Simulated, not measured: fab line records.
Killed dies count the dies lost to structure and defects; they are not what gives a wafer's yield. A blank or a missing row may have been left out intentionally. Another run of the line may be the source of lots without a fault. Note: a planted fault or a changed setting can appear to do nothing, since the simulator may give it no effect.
Split-lot trial :: flow n5Finfet :: 39 wafers read from 7 lots, route of 1938 steps

== SPLIT DETAILS ==
At N5_PASSIVATION_PECVD_35 (deposits SiNx from SiH4/NH3/N2, target thk 700 nm, time 151.3 s), the setting timeS was moved away from the recipe's 151.3 s on 15 of the 39 wafers read, by -56.8% to +56.4%. For the rest of the wafers, this setting stayed at what the recipe calls for.

Reading taken at the split's own step.

== THE READING ==
SiNx_of_PASSIVATION_PECVD_35.thkNm (the simulator's own value, which no gauge read), in nm, at N5_PASSIVATION_PECVD_35 (deposits SiNx from SiH4/NH3/N2, target thk 700 nm, time 151.3 s). The file does not state a usual value for it. Across the 24 wafers here that went through the recipe, the average is 700.1 nm and the standard deviation 5.7 nm.

wafer: L076.1
tool, chamber at the split: pecvd-02, 1
timeS as run, s: 151.3
against the recipe: recipe
SiNx_of_PASSIVATION_PECVD_35.thkNm, nm: 694.6
against lot-mates on the recipe: -

wafer: L076.2
tool, chamber at the split: pecvd-02, 0
timeS as run, s: 151.3
against the recipe: recipe
SiNx_of_PASSIVATION_PECVD_35.thkNm, nm: 701.4
against lot-mates on the recipe: -

wafer: L076.3
tool, chamber at the split: pecvd-02, 0
timeS as run, s: 236.7
against the recipe: +56.4%
SiNx_of_PASSIVATION_PECVD_35.thkNm, nm: 1105
against lot-mates on the recipe: +401.2

wafer: L076.4
tool, chamber at the split: pecvd-02, 1
timeS as run, s: 236.7
against the recipe: +56.4%
SiNx_of_PASSIVATION_PECVD_35.thkNm, nm: 1112
against lot-mates on the recipe: +408.2

wafer: L076.5
tool, chamber at the split: pecvd-02, 1
timeS as run, s: 151.3
against the recipe: recipe
SiNx_of_PASSIVATION_PECVD_35.thkNm, nm: 715.4
against lot-mates on the recipe: -

wafer: L076.6
tool, chamber at the split: pecvd-02, 0
timeS as run, s: 236.7
against the recipe: +56.4%
SiNx_of_PASSIVATION_PECVD_35.thkNm, nm: 1097
against lot-mates on the recipe: +393.2

wafer: L078.1
tool, chamber at the split: pecvd-02, 1
timeS as run, s: 151.3
against the recipe: recipe
SiNx_of_PASSIVATION_PECVD_35.thkNm, nm: 700.4
against lot-mates on the recipe: -

wafer: L078.2
tool, chamber at the split: pecvd-02, 2
timeS as run, s: 151.3
against the recipe: recipe
SiNx_of_PASSIVATION_PECVD_35.thkNm, nm: 693.2
against lot-mates on the recipe: -

wafer: L078.3
tool, chamber at the split: pecvd-02, 1
timeS as run, s: 98.91
against the recipe: -34.6%
SiNx_of_PASSIVATION_PECVD_35.thkNm, nm: 469
against lot-mates on the recipe: -229.7

wafer: L078.4
tool, chamber at the split: pecvd-02, 2
timeS as run, s: 98.91
against the recipe: -34.6%
SiNx_of_PASSIVATION_PECVD_35.thkNm, nm: 454.2
against lot-mates on the recipe: -244.5

wafer: L078.5
tool, chamber at the split: pecvd-02, 2
timeS as run, s: 151.3
against the recipe: recipe
SiNx_of_PASSIVATION_PECVD_35.thkNm, nm: 702.6
against lot-mates on the recipe: -

wafer: L078.6
tool, chamber at the split: pecvd-02, 1
timeS as run, s: 98.91
against the recipe: -34.6%
SiNx_of_PASSIVATION_PECVD_35.thkNm, nm: 464.6
against lot-mates on the recipe: -234.1

wafer: L080.1
tool, chamber at the split: pecvd-02, 1
timeS as run, s: 151.3
against the recipe: recipe
SiNx_of_PASSIVATION_PECVD_35.thkNm, nm: 698.4
against lot-mates on the recipe: -

wafer: L080.2
tool, chamber at the split: pecvd-02, 2
timeS as run, s: 151.3
against the recipe: recipe
SiNx_of_PASSIVATION_PECVD_35.thkNm, nm: 691.6
against lot-mates on the recipe: -

wafer: L080.3
tool, chamber at the split: pecvd-02, 0
timeS as run, s: 232
against the recipe: +53.3%
SiNx_of_PASSIVATION_PECVD_35.thkNm, nm: 1065
against lot-mates on the recipe: +366.2

wafer: L080.4
tool, chamber at the split: pecvd-02, 0
timeS as run, s: 151.3
against the recipe: recipe
SiNx_of_PASSIVATION_PECVD_35.thkNm, nm: 706.4
against lot-mates on the recipe: -

wafer: L080.5
tool, chamber at the split: pecvd-02, 2
timeS as run, s: 232
against the recipe: +53.3%
SiNx_of_PASSIVATION_PECVD_35.thkNm, nm: 1085
against lot-mates on the recipe: +386.2

wafer: L080.6
tool, chamber at the split: pecvd-02, 1
timeS as run, s: 232
against the recipe: +53.3%
SiNx_of_PASSIVATION_PECVD_35.thkNm, nm: 1092
against lot-mates on the recipe: +393.2

wafer: L081.1
tool, chamber at the split: pecvd-03, 1
timeS as run, s: 151.3
against the recipe: recipe
SiNx_of_PASSIVATION_PECVD_35.thkNm, nm: 696.2
against lot-mates on the recipe: -

wafer: L081.2
tool, chamber at the split: pecvd-03, 2
timeS as run, s: 151.3
against the recipe: recipe
SiNx_of_PASSIVATION_PECVD_35.thkNm, nm: 698.4
against lot-mates on the recipe: -

wafer: L081.3
tool, chamber at the split: pecvd-03, 0
timeS as run, s: 65.38
against the recipe: -56.8%
SiNx_of_PASSIVATION_PECVD_35.thkNm, nm: 295.8
against lot-mates on the recipe: -404.8

wafer: L081.4
tool, chamber at the split: pecvd-03, 2
timeS as run, s: 65.38
against the recipe: -56.8%
SiNx_of_PASSIVATION_PECVD_35.thkNm, nm: 302.4
against lot-mates on the recipe: -398.2

wafer: L081.5
tool, chamber at the split: pecvd-03, 1
timeS as run, s: 65.38
against the recipe: -56.8%
SiNx_of_PASSIVATION_PECVD_35.thkNm, nm: 309.6
against lot-mates on the recipe: -391.0

wafer: L081.6
tool, chamber at the split: pecvd-03, 0
timeS as run, s: 151.3
against the recipe: recipe
SiNx_of_PASSIVATION_PECVD_35.thkNm, nm: 707.2
against lot-mates on the recipe: -

wafer: L086.1
tool, chamber at the split: pecvd-02, 0
timeS as run, s: 151.3
against the recipe: recipe
SiNx_of_PASSIVATION_PECVD_35.thkNm, nm: 692.8
against lot-mates on the recipe: -

wafer: L086.2
tool, chamber at the split: pecvd-02, 2
timeS as run, s: 151.3
against the recipe: recipe
SiNx_of_PASSIVATION_PECVD_35.thkNm, nm: 705
against lot-mates on the recipe: -

wafer: L086.3
tool, chamber at the split: pecvd-02, 1
timeS as run, s: 78.29
against the recipe: -48.3%
SiNx_of_PASSIVATION_PECVD_35.thkNm, nm: 366.6
against lot-mates on the recipe: -332.2

wafer: L086.4
tool, chamber at the split: pecvd-02, 2
timeS as run, s: 78.29
against the recipe: -48.3%
SiNx_of_PASSIVATION_PECVD_35.thkNm, nm: 383.8
against lot-mates on the recipe: -315.0

wafer: L086.5
tool, chamber at the split: pecvd-02, 1
timeS as run, s: 78.29
against the recipe: -48.3%
SiNx_of_PASSIVATION_PECVD_35.thkNm, nm: 368.8
against lot-mates on the recipe: -330.0

wafer: L086.6
tool, chamber at the split: pecvd-02, 0
timeS as run, s: 151.3
against the recipe: recipe
SiNx_of_PASSIVATION_PECVD_35.thkNm, nm: 698.6
against lot-mates on the recipe: -

wafer: L089.2
tool, chamber at the split: pecvd-03, 1
timeS as run, s: 151.3
against the recipe: recipe
SiNx_of_PASSIVATION_PECVD_35.thkNm, nm: 695.4
against lot-mates on the recipe: -

wafer: L089.5
tool, chamber at the split: pecvd-03, 2
timeS as run, s: 151.3
against the recipe: recipe
SiNx_of_PASSIVATION_PECVD_35.thkNm, nm: 700.6
against lot-mates on the recipe: -

wafer: L089.6
tool, chamber at the split: pecvd-03, 0
timeS as run, s: 151.3
against the recipe: recipe
SiNx_of_PASSIVATION_PECVD_35.thkNm, nm: 703.8
against lot-mates on the recipe: -

wafer: L090.1
tool, chamber at the split: pecvd-03, 1
timeS as run, s: 151.3
against the recipe: recipe
SiNx_of_PASSIVATION_PECVD_35.thkNm, nm: 696.4
against lot-mates on the recipe: -

wafer: L090.2
tool, chamber at the split: pecvd-03, 0
timeS as run, s: 151.3
against the recipe: recipe
SiNx_of_PASSIVATION_PECVD_35.thkNm, nm: 696.2
against lot-mates on the recipe: -

wafer: L090.3
tool, chamber at the split: pecvd-03, 2
timeS as run, s: 151.3
against the recipe: recipe
SiNx_of_PASSIVATION_PECVD_35.thkNm, nm: 694.2
against lot-mates on the recipe: -

wafer: L090.4
tool, chamber at the split: pecvd-03, 2
timeS as run, s: 151.3
against the recipe: recipe
SiNx_of_PASSIVATION_PECVD_35.thkNm, nm: 699.8
against lot-mates on the recipe: -

wafer: L090.5
tool, chamber at the split: pecvd-03, 1
timeS as run, s: 151.3
against the recipe: recipe
SiNx_of_PASSIVATION_PECVD_35.thkNm, nm: 707.4
against lot-mates on the recipe: -

wafer: L090.6
tool, chamber at the split: pecvd-03, 0
timeS as run, s: 151.3
against the recipe: recipe
SiNx_of_PASSIVATION_PECVD_35.thkNm, nm: 705.6
against lot-mates on the recipe: -

THE FIT
A straight line over all 39 wafers: SiNx_of_PASSIVATION_PECVD_35.thkNm changes by +7.02 nm for each +1% of timeS; r = +1.00; the points scatter about the line by 7.8 nm.
The same after taking each lot's own level away (the mean of its wafers on the recipe; 39 wafers): +7.01 nm for each +1%; r = +1.00; scatter 7.8 nm.
That fit puts the effect of the largest move of timeS on the reading at 4e+02 nm.
The lots' own levels span 698.73 to 703.80 nm, that is 0.9 times the standard deviation above.
The two slopes agree, so the slope changes little with the lot-to-lot level.
Check: for one of the wafers moved furthest among these (-56.8%), held out of the fit, the line's prediction against its lot-mates is -394 nm. It came out at -405 nm against them.

== THESE WAFERS: OTHER SPLITS ==
Note: prior to the reading, these wafers also went through further splits. Each is held against what the fit with the lots' levels taken away leaves over:
other split on the same wafers: N5_BEOL_M9_TRENCH_ETCH_37 targetDepthA
wafers away from the commonest value: 15
r with SiNx_of_PASSIVATION_PECVD_35.thkNm (lot level and that fit taken away): -0.16

other split on the same wafers: N5_BEOL_M9_CVD_78 targetThkA
wafers away from the commonest value: 9
r with SiNx_of_PASSIVATION_PECVD_35.thkNm (lot level and that fit taken away): +0.25

other split on the same wafers: N5_BEOL_M14_SPUTTER_43 targetThkA
wafers away from the commonest value: 18
r with SiNx_of_PASSIVATION_PECVD_35.thkNm (lot level and that fit taken away): +0.06

== THE FILE'S OWN FIT ==
SiNx_of_PASSIVATION_PECVD_35.thkNm changes by +7 nm for each +1% of timeS, r = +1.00.
